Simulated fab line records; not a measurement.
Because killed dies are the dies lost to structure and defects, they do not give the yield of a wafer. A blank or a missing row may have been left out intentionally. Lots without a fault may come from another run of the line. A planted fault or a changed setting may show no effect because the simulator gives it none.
2 desks looking at one fault + flow n5_finfet + numbers are kept per desk, each desk with only its own; the story behind them comes last

## METROLOGY DESK
Lot by lot, what the gauges showed, no matter which tool ran the lot: averages of those sampled wafers that carry a number. The brackets show how far a lot's mean lies from the usual mean; more than 4 standard deviations puts the lot out of limits, marked OUT. Shown are 7 of the 11 readings it has, namely the first that went out of limits plus those furthest out on some lot.
Columns: A = cd_nm at N5_FIN_CUT_CD_MEAS_08, usual 29.07 nm; B = IOFF_N at N5_BEOL_M4_RC_MEAS_101, usual 0.159 nA/um; C = IOFF_P at N5_BEOL_M4_RC_MEAS_101, usual 0.21 nA/um; D = ION_N at N5_BEOL_M4_RC_MEAS_101, usual 675 uA/um; E = ION_P at N5_BEOL_M4_RC_MEAS_101, usual 464 uA/um; F = VT_N at N5_BEOL_M4_RC_MEAS_101, usual 249 mV; G = VT_P at N5_BEOL_M4_RC_MEAS_101, usual -250 mV
| lot  | first seen here | A                | B     | C    | D   | E   | F   | G    |
|------|-----------------|------------------|-------|------|-----|-----|-----|------|
| L537 | day 2 09:26     | 28.95            | 0.152 | 0.19 | 667 | 455 | 251 | -251 |
| L539 | day 2 23:11     | 29.32            | 0.149 | 0.22 | 664 | 460 | 251 | -247 |
| L540 | day 3 06:10     | 29.30            | 0.153 | 0.20 | 679 | 467 | 249 | -250 |
| L548 | day 5 05:58     | 28.15 (-4.0) OUT | 0.119 | 0.16 | 664 | 452 | 254 | -254 |
| L549 | day 5 09:40     | 28.49            | 0.145 | 0.21 | 671 | 465 | 252 | -251 |
| L552 | day 6 05:34     | 29.40            | 0.131 | 0.19 | 665 | 461 | 251 | -251 |
| L556 | day 7 02:32     | 29.18            | 0.191 | 0.28 | 693 | 479 | 246 | -242 |
| L558 | day 7 14:44     | 29.27            | 0.188 | 0.31 | 684 | 478 | 246 | -242 |
| L559 | day 7 20:58     | 29.09            | 0.176 | 0.23 | 683 | 470 | 246 | -247 |
Finding of this desk: L548 out of limits; the first was L548 at day 5 05:58, on cd_nm at N5_FIN_CUT_CD_MEAS_08. In limits: L537, L539, L540, L549, L552, L556, L558, L559.

## AT THE TOOL OWNER'S DESK: euv_scanner-02
The tool's own readings at N5_FIN_CUT_EXPOSE_05 (exposes mask FIN CUT): means of the sampled wafers that have a number, for each lot that ran on this tool. The brackets show how far a lot's mean lies from the usual mean; more than 4 standard deviations puts the lot out of limits, marked OUT.
Columns: A = exposure_dose_mJ_cm2 at N5_FIN_CUT_EXPOSE_05, usual 45.79
| lot  | first seen here | A               |
|------|-----------------|-----------------|
| L537 | day 2 09:18     | 45.66           |
| L539 | day 2 23:03     | 45.66           |
| L540 | day 3 06:02     | 45.71           |
| L548 | day 5 05:50     | 43.34 (-22) OUT |
| L549 | day 5 09:33     | 43.76 (-18) OUT |
Finding of this desk: L548, L549 out of limits; the first was L548 at day 5 05:50, on exposure_dose_mJ_cm2 at N5_FIN_CUT_EXPOSE_05. In limits: L537, L539, L540.

## TAKEN TOGETHER
The tool owner's desk had the chance to raise an alarm at day 5 05:50 on L548, L549.
Metrology desk: alarm possible at day 5 05:58 on L548.
The metrology desk holds a record of L549, inside its limits.
Every lot named ran N5_FIN_CUT_EXPOSE_05 on euv_scanner-02.

## WHAT WAS PUT IN BY THE SIMULATOR
Process parameters drifting: euv_scanner-02 at N5_FIN_CUT_EXPOSE_05, beginning at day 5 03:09. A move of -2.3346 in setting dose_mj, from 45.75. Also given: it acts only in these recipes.
Lots struck among those shown: L548, L549.
Delay (hours) between the fault's onset and each desk's first out-of-limits reading: 3 at the tool owner's desk, 3 at the metrology desk.
